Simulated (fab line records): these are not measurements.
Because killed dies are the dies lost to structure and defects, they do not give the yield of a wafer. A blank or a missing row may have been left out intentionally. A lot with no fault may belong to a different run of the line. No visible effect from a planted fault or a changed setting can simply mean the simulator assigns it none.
Split-lot trial :: flow n5_finfet :: 21 wafers read across 7 lots, on a route 1938 steps long

== SPLIT DETAILS ==
At N5_BEOL_M15_EXPOSE_07 (exposes mask V14), the setting dose_mj was moved away from the recipe's 41.25 on 2 of the 21 wafers read, by -3.2% to +6.9%. The other wafers ran this setting at the recipe's value.

== FROM THE SPLIT TO THE READING: what the file shows between them, 3 steps ==
- N5_BEOL_M15_PEB_08: peb time 90 s
- N5_BEOL_M15_DEVELOP_09: develop time 45 s
- N5_BEOL_M15_HARDBAKE_14: time 120 s

== THE READING ==
cd_nm at N5_BEOL_M15_CD_MEAS_10, given in nm (cd target 360 nm). On this fab line, fault-free wafers typically give 359.7 nm with a standard deviation of 2.2 nm.

wafer: L076.1
tool, chamber at the split: krf_scanner-01, 0
dose_mj as run: 41.25
against the recipe: recipe
cd_nm, nm: 358.4
against lot-mates on the recipe: -

wafer: L076.4
tool, chamber at the split: krf_scanner-01, 0
dose_mj as run: 41.25
against the recipe: recipe
cd_nm, nm: 354.5
against lot-mates on the recipe: -

wafer: L076.5
tool, chamber at the split: krf_scanner-01, 0
dose_mj as run: 41.25
against the recipe: recipe
cd_nm, nm: 357.6
against lot-mates on the recipe: -

wafer: L075.2
tool, chamber at the split: krf_scanner-02, 0
dose_mj as run: 41.25
against the recipe: recipe
cd_nm, nm: 359.6
against lot-mates on the recipe: -

wafer: L075.3
tool, chamber at the split: krf_scanner-02, 0
dose_mj as run: 41.25
against the recipe: recipe
cd_nm, nm: 361.7
against lot-mates on the recipe: -

wafer: L075.4
tool, chamber at the split: krf_scanner-02, 0
dose_mj as run: 39.91
against the recipe: -3.2%
cd_nm, nm: 353.2
against lot-mates on the recipe: -7.4

wafer: L078.1
tool, chamber at the split: krf_scanner-02, 0
dose_mj as run: 41.25
against the recipe: recipe
cd_nm, nm: 360.6
against lot-mates on the recipe: -

wafer: L078.4
tool, chamber at the split: krf_scanner-02, 0
dose_mj as run: 41.25
against the recipe: recipe
cd_nm, nm: 361.9
against lot-mates on the recipe: -

wafer: L078.6
tool, chamber at the split: krf_scanner-02, 0
dose_mj as run: 41.25
against the recipe: recipe
cd_nm, nm: 361.6
against lot-mates on the recipe: -

wafer: L084.1
tool, chamber at the split: krf_scanner-01, 0
dose_mj as run: 41.25
against the recipe: recipe
cd_nm, nm: 354.7
against lot-mates on the recipe: -

wafer: L084.2
tool, chamber at the split: krf_scanner-01, 0
dose_mj as run: 41.25
against the recipe: recipe
cd_nm, nm: 357.0
against lot-mates on the recipe: -

wafer: L084.5
tool, chamber at the split: krf_scanner-01, 0
dose_mj as run: 41.25
against the recipe: recipe
cd_nm, nm: 355.6
against lot-mates on the recipe: -

wafer: L090.1
tool, chamber at the split: krf_scanner-01, 0
dose_mj as run: 41.25
against the recipe: recipe
cd_nm, nm: 361.6
against lot-mates on the recipe: -

wafer: L090.2
tool, chamber at the split: krf_scanner-01, 0
dose_mj as run: 41.25
against the recipe: recipe
cd_nm, nm: 358.6
against lot-mates on the recipe: -

wafer: L090.4
tool, chamber at the split: krf_scanner-01, 0
dose_mj as run: 41.25
against the recipe: recipe
cd_nm, nm: 359.1
against lot-mates on the recipe: -

wafer: L094.1
tool, chamber at the split: krf_scanner-02, 0
dose_mj as run: 41.25
against the recipe: recipe
cd_nm, nm: 361.5
against lot-mates on the recipe: -

wafer: L094.3
tool, chamber at the split: krf_scanner-02, 0
dose_mj as run: 41.25
against the recipe: recipe
cd_nm, nm: 361.9
against lot-mates on the recipe: -

wafer: L094.5
tool, chamber at the split: krf_scanner-02, 0
dose_mj as run: 41.25
against the recipe: recipe
cd_nm, nm: 359.6
against lot-mates on the recipe: -

wafer: L095.1
tool, chamber at the split: krf_scanner-01, 0
dose_mj as run: 41.25
against the recipe: recipe
cd_nm, nm: 356.9
against lot-mates on the recipe: -

wafer: L095.2
tool, chamber at the split: krf_scanner-01, 0
dose_mj as run: 41.25
against the recipe: recipe
cd_nm, nm: 356.8
against lot-mates on the recipe: -

wafer: L095.6
tool, chamber at the split: krf_scanner-01, 0
dose_mj as run: 44.1
against the recipe: +6.9%
cd_nm, nm: 366.4
against lot-mates on the recipe: +9.5

FIT RESULTS
A straight line over all 21 wafers: cd_nm changes by +1.21 nm for each +1% of dose_mj; r = +0.65; the points scatter about the line by 2.5 nm.
The same after taking each lot's own level away (the mean of its wafers on the recipe; 21 wafers): +1.56 nm for each +1%; r = +0.91; scatter 1.2 nm.
On that fit, the largest move of dose_mj shifts the reading by 11 nm.
From 355.77 to 361.37 nm: that is the span of the lots' own levels, equal to 2.5 times the standard deviation above.
So the lot-to-lot level blurs the effect unless lot-mates are compared.
Check: for one of the wafers moved furthest among these (+6.9%), held out of the fit, the line's prediction against its lot-mates is +15.8 nm. It came out at +9.55 nm against them.

== THESE WAFERS: OTHER SPLITS ==
Before the reading, these wafers also passed through other splits. Each is held against what the fit with the lots' levels taken away leaves over:
other split on the same wafers: N5_BEOL_M13_COAT_04 spin_rpm
wafers away from the commonest value: 8
r with cd_nm (lot level and that fit taken away): -0.18

other split on the same wafers: N5_BEOL_M14_SPUTTER_43 power_w
wafers away from the commonest value: 9
r with cd_nm (lot level and that fit taken away): -0.04

other split on the same wafers: N5_BEOL_M15_COAT_04 spin_rpm
wafers away from the commonest value: 7
r with cd_nm (lot level and that fit taken away): +0.26

== FILE'S OWN FIT ==
cd_nm changes by +1.55 nm for each +1% of dose_mj, r = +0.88.
